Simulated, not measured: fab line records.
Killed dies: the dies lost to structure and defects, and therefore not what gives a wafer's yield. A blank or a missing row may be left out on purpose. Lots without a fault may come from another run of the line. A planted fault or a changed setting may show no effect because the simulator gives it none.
fab line records	flow nand_harc
record: lots: 24	wafers: 72	last_day: 27
route steps=1159 shown A_SGD_CUT@776 A_SLIT@797 A_WL_FILL@809 A_CONTACT@854
lots with no fault: from the same line, run without faults
start_h: start of the lot's first displayed wafer, in hours after the record's first day	wait_h: hours elapsed since this lot's preceding step	" the same as in the row above	L1.1+2: a row that stands for several wafers	- either no value or no given start	* or withheld: withheld	< > ~ a bound
route shown NAME@n: a module of which the file shows steps, and the number in the route of the first	usual: average and standard deviation across the fault-free wafers	same: alike in all rows	chamber/n: place in a boat	sites: per-site readings	_std_site: how widely they spread, as a standard deviation	_edge_site: outer sites' mean less inner sites'	radius_mm: for every site, how far away it sits from the centre of the wafer	mask NAME#n: copy n	behind: the most recent tool/chamber to have shaped the wafer	hold: reason for holding the lot/hours on hold/outcome of the hold	device: the n, p or np transistor that did not switch	end of line: the same wafers' tests at the end of the route	step lacking rows: just its recipe	killed: at the first sort, the dies lost to defects and structure; wafer yield is something else	map: the dies of a wafer, with x for killed, . for not killed, _ for no die there
set.NAME: the setting that was run; set.NAME@STEP: the one run at that earlier step	model.NAME: the simulator's own value behind a step, which no gauge read
one table for each step of the route and one row for each wafer, over a sample of lots
services: when a tool's chamber went out of use (start_h, in hours from the record's first day, below 0 if earlier), for how many hours, and the reason
== steps ==
step: NHARC_A_SGD_CUT_ETCHBACK_24
recipe: target_depth_a: 500	over_etch_frac: 0.3	time_s: 92.857	ion_energy_ev: 120	ch3f_flow_sccm: 50	o2_flow_sccm: 30	ar_flow_sccm: 200	rf_w: 500	bias_w: 100	chemistry: CH3F/O2
usual: drypump_motor_current_A: 5.5/0.39	oes_product_au: 0.98/0.031	rf_vpp_V: 244.6/1.5	showerhead_plenum_p_Torr: 2.48/0.097	throttle_valve_pct: 20.662/0.0085
lot.wafer	tool	chamber	start_h	wait_h	drypump_motor_current_A	oes_product_au	rf_hours_counter_h	rf_vpp_V	showerhead_plenum_p_Torr	throttle_valve_pct
L074.1	rie_diel-08	2	297.42	0.2	5.9	1.00	15	245.1	2.62	20.660
L074.5	"	3	"	"	5.5	1.01	-	245.7	2.54	20.662
L074.6	"	0	"	"	5.3	1.01	-	243.7	2.43	20.675
L075.2	rie_diel-06	2	332.76	0.1	5.6	1.00	12	244.6	2.45	20.659
L075.3	"	1	"	"	6.1	1.01	8	245.7	2.63	20.660
L075.6	"	2	"	"	5.6	1.00	-	243.2	2.45	20.670
L076.3	rie_diel-08	0	332.79	0.1	5.3	1.01	3	244.5	2.43	20.663
L076.4	"	1	"	"	5.2	1.01	3	244.0	2.51	20.676
L076.1	"	3	"	"	5.5	1.00	3	247.1	2.54	20.658
L079.4	rie_diel-05	0	332.83	0.2	5.1	1.00	-	243.9	2.43	20.672
L079.5	"	1	"	"	6.2	0.99	-	244.6	2.43	20.682
L079.6	"	3	"	"	5.2	1.00	-	244.1	2.48	20.672
L077.4	rie_diel-08	3	332.90	0.2	5.5	0.92	3	244.2	2.54	20.673
L077.1	"	2	"	"	5.9	1.01	0	245.8	2.62	20.663
L077.6	"	0	"	"	5.3	0.91	-	244.4	2.43	20.678
L078.1	rie_diel-05	0	332.91	0.1	5.1	1.02	10	244.6	2.43	20.658
L078.5	"	0	"	"	5.1	1.01	-	243.3	2.43	20.648
L078.4	"	3	"	"	5.2	1.02	-	244.2	2.48	20.664
L083.3	rie_diel-05	0	369.66	0.1	5.1	1.01	1	244.0	2.43	20.658
L083.6	"	3	"	"	5.2	1.01	-	243.3	2.48	20.661
L083.5	"	0	"	"	5.1	1.01	-	244.8	2.43	20.655
L081.3	rie_diel-06	0	369.66	0.1	5.8	1.00	12	241.3	2.29	20.664
L081.2	"	1	"	"	6.1	1.01	10	247.7	2.63	20.671
L081.4	"	2	"	"	5.6	1.00	13	244.8	2.45	20.659
L084.3	rie_diel-08	2	369.80	0.1	5.9	0.93	2	248.1	2.62	20.653
L084.1	"	3	"	"	5.5	0.92	5	245.8	2.54	20.670
L084.5	"	3	"	"	5.5	0.93	-	244.8	2.54	20.646
L082.2	rie_diel-06	2	369.82	0.1	5.6	0.92	13	244.1	2.45	20.663
L082.4	"	0	"	"	5.8	0.93	12	241.8	2.29	20.668
L082.6	"	2	"	"	5.6	0.91	-	244.4	2.45	20.663
L080.2	rie_diel-05	0	372.57	0.1	5.1	0.93	1	245.0	2.43	20.651
L080.1	"	2	"	"	5.1	0.92	1	242.0	2.34	20.652
L080.4	"	3	"	"	5.2	0.93	1	244.4	2.48	20.652
L086.4	rie_diel-06	3	382.46	0.2	5.1	1.00	14	246.4	2.61	20.649
L086.2	"	0	"	"	5.8	1.01	13	242.0	2.29	20.665
L086.6	"	2	"	"	5.6	0.99	-	245.4	2.45	20.678
L085.4	rie_diel-08	2	382.46	0.2	5.9	1.01	4	246.0	2.62	20.667
L085.6	"	1	"	"	5.2	1.00	-	246.2	2.51	20.646
L085.5	"	2	"	"	5.9	1.01	-	247.1	2.62	20.660
L088.2	rie_diel-05	2	382.56	0.1	5.1	0.99	2	242.4	2.34	20.666
L088.5	"	1	"	"	6.2	0.97	-	244.9	2.43	20.668
L088.6	"	2	"	"	5.1	0.99	-	242.5	2.34	20.663
L087.4	rie_diel-05	2	401.39	0.2	5.1	0.93	2	243.2	2.34	20.657
L087.5	"	3	"	"	5.1	0.93	-	245.0	2.48	20.671
L087.6	"	0	"	"	5.1	0.93	-	244.2	2.43	20.661
L089.3	rie_diel-08	3	401.50	0.2	5.5	0.99	8	246.5	2.53	20.650
L089.2	"	0	"	"	5.3	0.99	8	244.4	2.43	20.669
L089.6	"	0	"	"	5.3	0.99	-	243.0	2.43	20.654
L090.1	rie_diel-06	0	401.62	0.2	5.8	1.00	15	241.7	2.29	20.672
L090.2	"	1	"	"	6.1	1.01	13	246.4	2.63	20.667
L090.5	"	2	"	"	5.6	0.99	-	243.9	2.45	20.666
L091.3	rie_diel-08	3	417.04	0.1	5.5	1.00	10	246.0	2.53	20.656
L091.1	"	2	"	"	5.9	1.01	6	248.1	2.62	20.659
L091.4	"	2	"	"	5.9	0.99	-	244.6	2.62	20.665
L092.2	rie_diel-05	1	417.05	0.2	6.2	1.00	3	243.2	2.43	20.660
L092.5	"	0	"	"	5.1	0.99	-	243.5	2.43	20.665
L092.6	"	1	"	"	6.2	0.99	-	244.7	2.43	20.660
L097.4	rie_diel-05	2	477.51	0.2	5.1	1.00	7	242.6	2.33	20.654
L097.3	"	3	"	"	5.2	1.00	7	244.8	2.48	20.668
L097.6	"	2	"	"	5.1	1.01	-	242.8	2.33	20.667
L094.1	rie_diel-06	2	477.52	0.2	5.6	0.98	5	244.8	2.44	20.645
L094.5	"	3	"	"	5.2	0.98	-	245.1	2.61	20.664
L094.6	"	0	"	"	5.8	0.97	-	242.1	2.28	20.680
L096.2	rie_diel-06	3	477.58	0.1	5.2	0.98	5	246.7	2.61	20.650
L096.5	"	3	"	"	5.2	0.98	-	245.7	2.61	20.667
L096.6	"	0	"	"	5.8	0.98	-	241.5	2.28	20.675
L093.1	rie_diel-05	0	477.62	0.2	5.1	1.00	8	243.1	2.43	20.660
L093.2	"	3	"	"	5.2	1.00	7	243.6	2.48	20.646
L093.5	"	1	"	"	6.2	1.00	-	243.9	2.43	20.659
L095.2	rie_diel-05	2	481.05	0.2	5.1	1.00	7	241.4	2.33	20.651
L095.1	"	3	"	"	5.2	1.00	7	243.9	2.48	20.639
L095.6	"	1	"	"	6.2	1.00	-	243.3	2.43	20.660
step: NHARC_A_SGD_CUT_STRIP_28
recipe: time_s: 20	o2_flow_sccm: 500	ar_flow_sccm: 0	bias_w: 0	chemistry: O2
usual: drypump_motor_current_A: 5.5/0.4	oes_product_au: 0.999/0.0065	rf_vpp_V: 57.9/0.98	showerhead_plenum_p_Torr: 3.55/0.14	throttle_valve_pct: 17.037/0.0086
lot.wafer	tool	chamber	start_h	wait_h	drypump_motor_current_A	oes_product_au	rf_hours_counter_h	rf_vpp_V	showerhead_plenum_p_Torr	throttle_valve_pct
L074.1	rie_diel-08	3	-	-	5.5	1.004	16	57.3	3.64	17.029
L074.5	"	3	"	"	5.5	1.000	-	59.2	3.64	17.035
L074.6	"	0	"	"	5.3	0.986	-	57.7	3.49	17.051
L075.3	rie_diel-06	2	-	-	5.6	0.991	12	57.2	3.51	17.034
L075.2	"	3	"	"	5.2	0.991	11	58.9	3.74	17.037
L075.6	"	1	"	"	6.1	0.984	-	59.0	3.77	17.047
L076.3	rie_diel-08	2	-	-	5.9	0.997	0	57.2	3.76	17.035
L076.4	"	3	"	"	5.5	0.988	3	58.3	3.64	17.031
L076.1	"	1	"	"	5.2	1.003	3	57.7	3.60	17.043
L079.5	rie_diel-05	0	333.04	0.2	5.1	1.004	-	58.2	3.49	17.039
L079.6	"	1	"	"	6.2	0.996	-	56.1	3.50	17.045
L079.4	"	3	"	"	5.2	1.009	-	59.2	3.56	17.034
L077.1	rie_diel-08	1	-	-	5.2	0.996	3	58.3	3.60	17.029
L077.4	"	2	"	"	5.9	0.997	0	57.0	3.76	17.042
L077.6	"	0	"	"	5.3	0.989	-	57.6	3.49	17.032
L078.1	rie_diel-05	1	333.08	0.2	6.2	0.999	10	57.0	3.50	17.046
L078.5	"	3	"	"	5.2	1.012	-	57.6	3.56	17.028
L078.4	"	0	"	"	5.1	1.006	-	58.1	3.49	17.030
L081.4	rie_diel-06	0	-	-	5.8	0.999	12	55.4	3.29	17.046
L081.2	"	2	"	"	5.6	0.994	13	56.5	3.51	17.045
L081.3	"	3	"	"	5.2	0.997	13	58.1	3.74	17.042
L083.3	rie_diel-05	0	-	-	5.1	0.999	1	57.6	3.49	17.031
L083.5	"	1	"	"	6.2	0.995	-	56.6	3.49	17.046
L083.6	"	2	"	"	5.1	1.007	-	57.5	3.36	17.034
L084.1	rie_diel-08	3	-	-	5.5	0.998	5	57.4	3.64	17.037
L084.3	"	0	"	"	5.3	0.996	5	56.5	3.49	17.041
L084.5	"	0	"	"	5.3	0.996	-	57.9	3.49	17.029
L082.2	rie_diel-06	2	-	-	5.6	1.002	14	57.2	3.51	17.034
L082.4	"	0	"	"	5.8	1.001	12	56.7	3.29	17.028
L082.6	"	2	"	"	5.6	0.998	-	58.3	3.51	17.033
L080.1	rie_diel-05	1	-	-	6.2	0.986	1	57.7	3.49	17.033
L080.4	"	3	"	"	5.2	0.992	1	58.9	3.56	17.042
L080.2	"	0	"	"	5.1	0.988	1	59.1	3.49	17.033
L086.4	rie_diel-06	1	-	-	6.1	1.004	11	59.1	3.77	17.036
L086.2	"	3	"	"	5.1	1.007	14	59.0	3.74	17.031
L086.6	"	1	"	"	6.1	1.009	-	57.3	3.77	17.029
L085.4	rie_diel-08	1	-	-	5.2	1.010	6	57.9	3.60	17.028
L085.5	"	0	"	"	5.3	1.001	-	56.2	3.49	17.048
L085.6	"	1	"	"	5.2	0.997	-	58.6	3.60	17.043
L088.2	rie_diel-05	0	-	-	5.1	0.998	2	58.7	3.49	17.024
L088.5	"	3	"	"	5.2	0.997	-	57.8	3.56	17.025
L088.6	"	0	"	"	5.1	1.001	-	57.4	3.49	17.057
L087.4	rie_diel-05	2	-	-	5.1	0.998	2	56.5	3.36	17.018
L087.5	"	1	"	"	6.2	0.992	-	58.5	3.49	17.033
L087.6	"	2	"	"	5.1	1.004	-	58.0	3.36	17.039
L089.3	rie_diel-08	3	-	-	5.5	0.992	8	57.7	3.63	17.037
L089.2	"	1	"	"	5.2	0.995	8	59.0	3.60	17.037
L089.6	"	2	"	"	5.9	1.003	-	57.9	3.75	17.024
L090.1	rie_diel-06	3	-	-	5.2	0.999	16	59.0	3.74	17.024
L090.2	"	2	"	"	5.6	0.994	17	58.7	3.51	17.044
L090.5	"	0	"	"	5.9	1.007	-	56.9	3.29	17.043
L092.2	rie_diel-05	0	-	-	5.1	1.002	4	57.6	3.49	17.026
L092.5	"	3	"	"	5.2	1.005	-	57.4	3.56	17.044
L092.6	"	0	"	"	5.1	1.003	-	56.7	3.49	17.039
L091.3	rie_diel-08	2	417.21	0.2	5.9	0.983	6	57.4	3.75	17.041
L091.1	"	3	"	"	5.5	0.991	10	59.3	3.63	17.027
L091.4	"	1	"	"	5.2	1.001	-	57.8	3.60	17.042
L094.1	rie_diel-06	1	-	-	6.1	0.993	5	59.8	3.76	17.041
L094.5	"	2	"	"	5.6	0.991	-	57.2	3.51	17.032
L094.6	"	3	"	"	5.2	0.997	-	59.1	3.74	17.038
L097.4	rie_diel-05	1	-	-	6.2	0.995	7	58.5	3.49	17.031
L097.3	"	3	"	"	5.2	1.002	7	57.0	3.55	17.041
L097.6	"	2	"	"	5.1	1.010	-	57.8	3.35	17.033
L096.2	rie_diel-06	1	-	-	6.1	0.991	5	57.7	3.76	17.050
L096.5	"	2	"	"	5.6	0.993	-	56.9	3.51	17.036
L096.6	"	3	"	"	5.2	1.003	-	57.3	3.74	17.033
L093.2	rie_diel-05	2	-	-	5.1	0.998	7	57.7	3.36	17.038
L093.1	"	1	"	"	6.2	0.995	7	57.6	3.49	17.048
L093.5	"	3	"	"	5.2	1.002	-	57.0	3.55	17.033
L095.1	rie_diel-05	0	-	-	5.1	0.996	8	57.1	3.49	17.032
L095.2	"	1	"	"	6.2	0.985	7	57.3	3.49	17.043
L095.6	"	1	"	"	6.2	1.000	-	57.4	3.49	17.027
step: NHARC_A_SLIT_ETCH_26
recipe: bias_v: 400	source_w: 2000	pressure_mtorr: 25	time_s: 90	ar_flow_sccm: 375	c4f8_flow_sccm: 41.7	o2_flow_sccm: 83.3	target_depth_a: 4000	chemistry: C4F8/O2/Ar
usual: drypump_motor_current_A: 5.2/0.42	showerhead_plenum_p_Torr: 3.71/0.11	throttle_valve_pct: 27.619/0.0097
lot.wafer	tool	chamber	start_h	wait_h	drypump_motor_current_A	rf_hours_counter_h	showerhead_plenum_p_Torr	throttle_valve_pct
L074.1	har_etch-02	1	311.10	1.0	5.9	159	3.62	27.597
L074.5	"	0	"	"	4.8	-	3.89	27.608
L074.6	"	1	"	"	6.0	-	3.62	27.636
L075.2	har_etch-02	1	338.54	1.0	6.0	170	3.61	27.612
L075.3	"	0	"	"	4.8	-	3.88	27.615
L075.6	"	0	"	"	4.8	-	3.88	27.614
L076.1	har_etch-01	1	338.83	1.2	4.9	9	3.62	27.608
L076.4	"	1	"	"	5.0	-	3.62	27.616
L076.3	"	0	"	"	5.2	-	3.79	27.618
L079.4	har_etch-02	1	340.25	0.8	6.0	-	3.61	27.634
L079.5	"	1	"	"	6.0	-	3.61	27.628
L079.6	"	0	"	"	4.9	-	3.88	27.613
L077.1	har_etch-01	0	340.48	1.2	5.2	11	3.79	27.610
L077.4	"	1	"	"	5.0	-	3.62	27.598
L077.6	"	1	"	"	5.0	-	3.62	27.602
L078.1	har_etch-02	0	341.87	1.2	4.8	173	3.88	27.614
L078.4	"	1	"	"	5.9	-	3.61	27.628
L078.5	"	0	"	"	4.8	-	3.88	27.625
L083.3	har_etch-01	0	376.76	0.8	5.2	-	3.78	27.612
L083.5	"	0	"	"	5.2	-	3.78	27.610
L083.6	"	1	"	"	5.0	-	3.61	27.601
L081.2	har_etch-01	0	378.35	1.2	5.2	29	3.78	27.611
L081.3	"	0	"	"	5.1	-	3.78	27.629
L081.4	"	1	"	"	5.0	-	3.61	27.614
L084.1	har_etch-01	0	380.03	1.2	5.2	31	3.78	27.608
L084.3	"	1	"	"	5.0	-	3.61	27.623
L084.5	"	1	"	"	4.9	-	3.61	27.631
L082.2	har_etch-01	0	381.73	1.0	5.2	32	3.78	27.625
L082.4	"	1	"	"	4.9	-	3.61	27.617
L082.6	"	1	"	"	4.9	-	3.61	27.630
L080.1	har_etch-01	0	387.56	1.2	5.2	38	3.78	27.607
L080.2	"	1	"	"	4.9	38	3.60	27.636
L080.4	"	1	"	"	4.9	-	3.60	27.624
L085.4	har_etch-02	0	388.66	0.6	4.8	-	3.87	27.611
L085.6	"	1	"	"	6.0	-	3.60	27.613
L085.5	"	0	"	"	4.8	-	3.87	27.616
L088.2	har_etch-01	0	389.27	1.0	5.2	39	3.77	27.627
L088.5	"	1	"	"	5.0	-	3.60	27.617
L088.6	"	0	"	"	5.2	-	3.77	27.615
L086.2	har_etch-02	1	390.26	1.0	5.9	191	3.60	27.625
L086.4	"	1	"	"	5.9	-	3.60	27.607
L086.6	"	0	"	"	4.8	-	3.87	27.616
L087.4	har_etch-01	1	407.21	0.6	5.0	-	3.60	27.622
L087.6	"	0	"	"	5.2	-	3.77	27.616
L087.5	"	1	"	"	5.0	-	3.60	27.622
L089.2	har_etch-02	1	407.69	1.2	6.0	193	3.60	27.633
L089.3	"	0	"	"	4.8	-	3.87	27.630
L089.6	"	1	"	"	6.0	-	3.60	27.605
L090.1	har_etch-01	0	409.00	1.3	5.2	42	3.77	27.613
L090.2	"	1	"	"	5.0	42	3.60	27.620
L090.5	"	0	"	"	5.2	-	3.77	27.641
L092.2	har_etch-01	1	423.35	1.0	5.0	48	3.60	27.626
L092.5	"	0	"	"	5.2	-	3.77	27.620
L092.6	"	1	"	"	5.0	-	3.60	27.618
L091.1	har_etch-02	0	424.00	1.0	4.9	202	3.86	27.623
L091.3	"	1	"	"	5.9	-	3.59	27.617
L091.4	"	0	"	"	4.8	-	3.86	27.619
L094.1	har_etch-01	1	485.82	1.2	5.0	70	3.58	27.617
L094.6	"	1	"	"	5.0	-	3.58	27.624
L094.5	"	0	"	"	5.2	-	3.76	27.614
L097.4	har_etch-02	1	486.89	0.8	6.0	-	3.58	27.621
L097.3	"	0	"	"	4.8	-	3.85	27.605
L097.6	"	1	"	"	6.0	-	3.58	27.631
L096.2	har_etch-01	1	487.55	1.0	4.9	72	3.58	27.607
L096.6	"	0	"	"	5.2	-	3.76	27.629
L096.5	"	1	"	"	5.0	-	3.58	27.634
L093.2	har_etch-02	0	488.50	1.2	4.8	221	3.85	27.609
L093.1	"	1	"	"	6.0	221	3.58	27.629
L093.5	"	0	"	"	4.8	-	3.85	27.605
L095.2	har_etch-02	0	501.82	1.2	4.8	231	3.85	27.624
L095.1	"	1	"	"	5.9	231	3.58	27.618
L095.6	"	1	"	"	6.0	-	3.58	27.622
step: NHARC_A_WL_FILL_ALD_00
recipe: target_thk_a: 30	pulse_time_s: 3	ald_cycles: 30	temp_c: 300	material: Al2O3
usual: heater_power_w: 477/43	precursor_pulse_height_rel: 1.000/0.021
lot.wafer	tool	chamber	start_h	wait_h	heater_power_w	precursor_pulse_height_rel	since_wet_clean_h
L074.1	ald_hk-02	1	321.34	1.3	509	1.040	29
L074.5	"	3	"	"	559	0.986	-
L074.6	"	0	"	"	478	1.007	-
L076.3	ald_hk-02	2	347.42	0.1	422	1.007	55
L076.1	"	3	"	"	551	0.993	55
L076.4	"	1	"	"	514	1.008	55
L075.3	ald_hk-04	0	347.48	0.1	448	0.970	151
L075.2	"	1	"	"	506	0.960	151
L075.6	"	2	"	"	461	1.006	-
L077.1	ald_hk-04	1	347.59	0.2	515	1.007	151
L077.4	"	2	"	"	478	1.008	151
L077.6	"	2	"	"	464	0.987	-
L079.4	ald_hk-02	1	347.67	0.3	500	0.976	56
L079.5	"	2	"	"	424	0.994	-
L079.6	"	3	"	"	555	0.980	-
L078.1	ald_hk-03	2	352.21	0.1	428	0.981	20
L078.4	"	0	"	"	486	0.972	20
L078.5	"	2	"	"	433	1.007	-
L082.2	ald_hk-02	2	439.05	0.1	419	0.992	147
L082.4	"	1	"	"	507	1.003	147
L082.6	"	2	"	"	422	1.004	-
L084.3	ald_hk-03	0	439.10	0.1	495	0.981	107
L084.1	"	1	"	"	412	0.983	107
L084.5	"	3	"	"	463	1.010	-
L083.3	ald_hk-04	2	439.13	0.1	462	0.995	65
L083.6	"	3	"	"	485	0.996	-
L083.5	"	0	"	"	464	1.015	-
L080.2	ald_hk-02	0	439.22	0.2	483	0.997	147
L080.1	"	2	"	"	420	1.011	147
L080.4	"	3	"	"	563	0.999	147
L088.2	ald_hk-04	1	439.24	0.2	517	1.019	65
L088.5	"	0	"	"	463	1.022	-
L088.6	"	1	"	"	506	1.040	-
L085.4	ald_hk-03	3	439.29	0.3	467	1.015	107
L085.5	"	0	"	"	475	1.003	-
L085.6	"	1	"	"	423	1.015	-
L081.3	ald_hk-04	1	439.38	0.3	524	0.987	65
L081.2	"	2	"	"	459	0.964	65
L081.4	"	3	"	"	494	0.986	65
L086.4	ald_hk-03	1	439.40	0.3	423	0.971	107
L086.2	"	3	"	"	457	0.996	107
L086.6	"	1	"	"	410	0.968	-
L091.1	ald_hk-02	1	443.81	0.1	510	0.983	152
L091.3	"	3	"	"	558	1.009	152
L091.4	"	0	"	"	481	1.012	152
L089.2	ald_hk-04	2	443.85	0.1	470	1.022	70
L089.3	"	3	"	"	475	0.971	70
L089.6	"	1	"	"	519	0.971	-
L087.4	ald_hk-03	0	443.91	0.1	496	1.009	112
L087.5	"	1	"	"	403	0.987	-
L087.6	"	2	"	"	439	0.993	-
L090.2	ald_hk-04	2	443.99	0.2	481	0.993	70
L090.1	"	1	"	"	505	0.980	70
L090.5	"	2	"	"	474	1.014	-
L092.2	ald_hk-02	0	444.06	0.3	486	1.015	152
L092.5	"	1	"	"	507	1.002	-
L092.6	"	2	"	"	422	1.028	-
L094.1	ald_hk-02	0	493.12	0.1	476	1.007	21
L094.6	"	3	"	"	564	0.991	-
L094.5	"	0	"	"	465	0.985	-
L097.4	ald_hk-02	3	495.78	0.1	571	0.984	24
L097.3	"	1	"	"	499	1.002	24
L097.6	"	3	"	"	570	1.028	-
L093.1	ald_hk-03	0	495.78	0.1	496	0.999	164
L093.2	"	2	"	"	434	1.002	164
L093.5	"	0	"	"	481	1.002	-
L096.2	ald_hk-03	3	495.97	0.2	468	1.047	164
L096.6	"	2	"	"	431	1.013	-
L096.5	"	3	"	"	470	0.963	-
L095.2	ald_hk-02	3	509.55	0.4	564	1.002	37
L095.1	"	1	"	"	489	1.014	37
L095.6	"	3	"	"	574	1.007	-
step: NHARC_A_WL_FILL_ETCHBACK_16
recipe: target_depth_a: 880	time_s: 17.6	c4f8_flow_sccm: withheld	o2_flow_sccm: 8	ar_flow_sccm: withheld	rf_w: 600	bias_w: 800	chemistry: C4F8/O2/Ar
usual: oes_product_au: 0.978/0.028	rf_vpp_V: 724/4.2
lot.wafer	tool	chamber	start_h	wait_h	oes_product_au	rf_hours_counter_h	rf_vpp_V
L074.1	rie_diel-12	1	-	-	0.991	6.8	719
L074.6	"	0	"	"	0.991	-	724
L074.5	"	1	"	"	1.000	-	718
L076.4	rie_diel-03	1	-	-	0.928	5.1	724
L076.1	"	2	"	"	0.917	5.1	722
L076.3	"	3	"	"	0.920	5.2	722
L075.2	rie_diel-07	3	-	-	0.938	3.4	729
L075.3	"	1	"	"	0.938	3.5	728
L075.6	"	2	"	"	0.922	-	726
L077.1	rie_diel-12	1	-	-	1.004	0.1	717
L077.4	"	3	"	"	0.996	0.1	721
L077.6	"	2	"	"	0.993	-	729
L079.4	rie_diel-07	1	-	-	0.983	-	728
L079.6	"	2	"	"	0.995	-	727
L079.5	"	3	"	"	1.008	-	732
L078.1	rie_diel-12	3	-	-	0.995	0.1	721
L078.5	"	3	"	"	0.990	-	721
L078.4	"	0	"	"	1.004	-	724
L084.3	rie_diel-03	1	-	-	0.959	2.6	726
L084.1	"	3	"	"	0.979	2.5	720
L084.5	"	0	"	"	0.975	-	720
L083.3	rie_diel-07	0	-	-	0.985	1.2	731
L083.6	"	3	"	"	0.996	-	731
L083.5	"	0	"	"	0.986	-	729
L082.2	rie_diel-12	1	-	-	1.000	3.6	719
L082.4	"	2	"	"	0.996	3.6	728
L082.6	"	1	"	"	1.006	-	718
L088.2	rie_diel-03	1	-	-	0.977	2.6	724
L088.6	"	2	"	"	0.970	-	723
L088.5	"	3	"	"	0.990	-	719
L080.2	rie_diel-03	1	-	-	1.000	2.6	724
L080.4	"	2	"	"	1.002	2.6	722
L080.1	"	3	"	"	0.990	2.6	720
L085.4	rie_diel-03	2	-	-	0.992	2.6	723
L085.5	"	0	"	"	0.998	-	719
L085.6	"	1	"	"	0.989	-	723
L086.4	rie_diel-07	2	-	-	0.929	1.4	726
L086.2	"	0	"	"	0.926	1.3	729
L086.6	"	1	"	"	0.924	-	729
L081.2	rie_diel-12	3	-	-	0.949	4.4	720
L081.4	"	1	"	"	0.967	4.0	718
L081.3	"	2	"	"	0.971	4.0	727
L087.4	rie_diel-07	2	-	-	0.956	1.4	729
L087.5	"	3	"	"	0.963	-	732
L087.6	"	0	"	"	0.965	-	730
L089.2	rie_diel-03	0	-	-	1.001	2.7	719
L089.3	"	3	"	"	0.993	2.7	719
L089.6	"	1	"	"	1.001	-	724
L091.4	rie_diel-12	2	-	-	0.988	4.2	729
L091.1	"	3	"	"	0.995	4.7	722
L091.3	"	0	"	"	1.001	4.3	724
L090.1	rie_diel-12	3	-	-	0.993	4.7	720
L090.2	"	0	"	"	0.999	4.3	724
L090.5	"	3	"	"	0.990	-	721
L092.2	rie_diel-12	2	-	-	0.996	4.2	729
L092.6	"	1	"	"	1.008	-	717
L092.5	"	2	"	"	0.987	-	728
L094.1	rie_diel-07	2	-	-	0.950	2.3	726
L094.5	"	1	"	"	0.967	-	728
L094.6	"	2	"	"	0.950	-	726
L093.2	rie_diel-03	2	-	-	0.998	4.4	724
L093.1	"	1	"	"	1.005	4.4	726
L093.5	"	0	"	"	1.006	-	719
L097.3	rie_diel-07	3	-	-	0.992	2.4	731
L097.4	"	2	"	"	0.987	2.4	725
L097.6	"	0	"	"	0.973	-	729
L096.2	rie_diel-03	0	-	-	1.012	4.4	720
L096.5	"	2	"	"	1.000	-	723
L096.6	"	3	"	"	0.991	-	720
L095.1	rie_diel-03	3	-	-	0.920	4.5	721
L095.2	"	0	"	"	0.927	4.5	720
L095.6	"	1	"	"	0.931	-	725
step: NHARC_A_CONTACT_CD_MEAS_42
recipe: target_cd_nm: 200	landing_energy_ev: 500
usual: cd_nm: 199.9/0.55
same: landing_energy_ev: 500
lot.wafer	tool	chamber	start_h	wait_h	cd_nm
L074.1	cd_sem-02	0	377.18	-	199.5
L074.5	"	0	"	"	198.5
L074.6	"	0	"	"	198.0
L075.2	cd_sem-03	0	408.09	-	199.6
L075.3	"	0	"	"	199.6
L075.6	"	0	"	"	199.6
L076.1	cd_sem-01	0	412.54	-	199.1
L076.3	"	0	"	"	199.5
L076.4	"	0	"	"	199.3
L077.1	cd_sem-03	0	418.99	-	200.2
L077.4	"	0	"	"	200.0
L077.6	"	0	"	"	200.4
L079.4	cd_sem-01	0	424.13	-	199.4
L079.5	"	0	"	"	199.1
L079.6	"	0	"	"	199.6
L078.1	cd_sem-02	0	429.98	-	199.6
L078.4	"	0	"	"	198.9
L078.5	"	0	"	"	198.7
L082.2	cd_sem-02	0	469.78	-	200.0
L082.4	"	0	"	"	199.3
L082.6	"	0	"	"	199.9
L083.3	cd_sem-01	0	470.42	-	200.0
L083.5	"	0	"	"	200.3
L083.6	"	0	"	"	200.1
L084.1	cd_sem-02	0	474.23	-	199.5
L084.3	"	0	"	"	200.3
L084.5	"	0	"	"	199.7
L088.2	cd_sem-01	0	474.92	-	200.8
L088.5	"	0	"	"	200.2
L088.6	"	0	"	"	200.9
L080.1	cd_sem-02	0	478.67	-	199.6
L080.2	"	0	"	"	199.3
L080.4	"	0	"	"	199.7
L085.4	cd_sem-03	0	479.57	-	200.3
L085.5	"	0	"	"	200.4
L085.6	"	0	"	"	200.6
L081.2	cd_sem-01	0	491.30	-	199.4
L081.3	"	0	"	"	199.4
L081.4	"	0	"	"	199.8
L086.2	cd_sem-02	0	498.50	-	199.7
L086.4	"	0	"	"	199.2
L086.6	"	0	"	"	199.6
L087.4	cd_sem-01	0	502.63	-	200.4
L087.5	"	0	"	"	199.9
L087.6	"	0	"	"	200.1
L089.2	cd_sem-02	0	505.04	-	200.7
L089.3	"	0	"	"	200.4
L089.6	"	0	"	"	199.9
L091.1	cd_sem-03	0	505.96	-	199.8
L091.3	"	0	"	"	199.7
L091.4	"	0	"	"	200.2
L090.1	cd_sem-02	0	508.05	-	199.6
L090.2	"	0	"	"	199.1
L090.5	"	0	"	"	199.7
L092.2	cd_sem-02	0	512.17	-	199.7
L092.5	"	0	"	"	199.4
L092.6	"	0	"	"	200.0
L094.1	cd_sem-02	0	532.97	-	200.1
L094.5	"	0	"	"	200.2
L094.6	"	0	"	"	200.3
L093.1	cd_sem-02	0	533.64	-	199.8
L093.2	"	0	"	"	200.2
L093.5	"	0	"	"	200.9
L097.3	cd_sem-01	0	541.60	-	199.9
L097.4	"	0	"	"	200.1
L097.6	"	0	"	"	200.8
L096.2	cd_sem-02	0	542.83	-	200.3
L096.5	"	0	"	"	199.4
L096.6	"	0	"	"	200.1
L095.1	cd_sem-03	0	551.98	-	200.4
L095.2	"	0	"	"	200.2
L095.6	"	0	"	"	200.2
== services ==
tool	chamber	start_h	hours	kind
har_etch-02	-	279.79	9.0	repair
ald_hk-02	-	282.19	10.0	pm
rie_diel-03	1	290.65	4.2	repair
rie_diel-08	1	301.77	1.6	repair
rie_diel-08	-	301.86	9.0	pm
har_etch-01	-	305.00	17.0	pm
rie_diel-03	0	309.66	5.1	repair
rie_diel-05	2	331.45	1.7	repair
rie_diel-03	2	332.35	6.6	repair
rie_diel-05	-	340.60	9.0	pm
har_etch-02	-	371.92	11.2	repair
rie_diel-03	-	392.30	9.0	pm
rie_diel-08	2	401.72	3.4	repair
rie_diel-06	3	409.83	5.7	repair
rie_diel-08	0	414.21	6.2	repair
rie_diel-06	-	418.28	9.0	pm
rie_diel-06	2	431.36	7.3	repair
rie_diel-06	-	455.40	0.5	repair
rie_diel-08	0	468.54	10.0	repair
rie_diel-08	-	478.86	9.0	pm
har_etch-02	-	481.30	4.0	repair
ald_hk-02	-	505.24	1.3	repair
rie_diel-08	3	508.06	10.4	repair
rie_diel-05	-	517.60	9.0	pm
== key ==
fault none
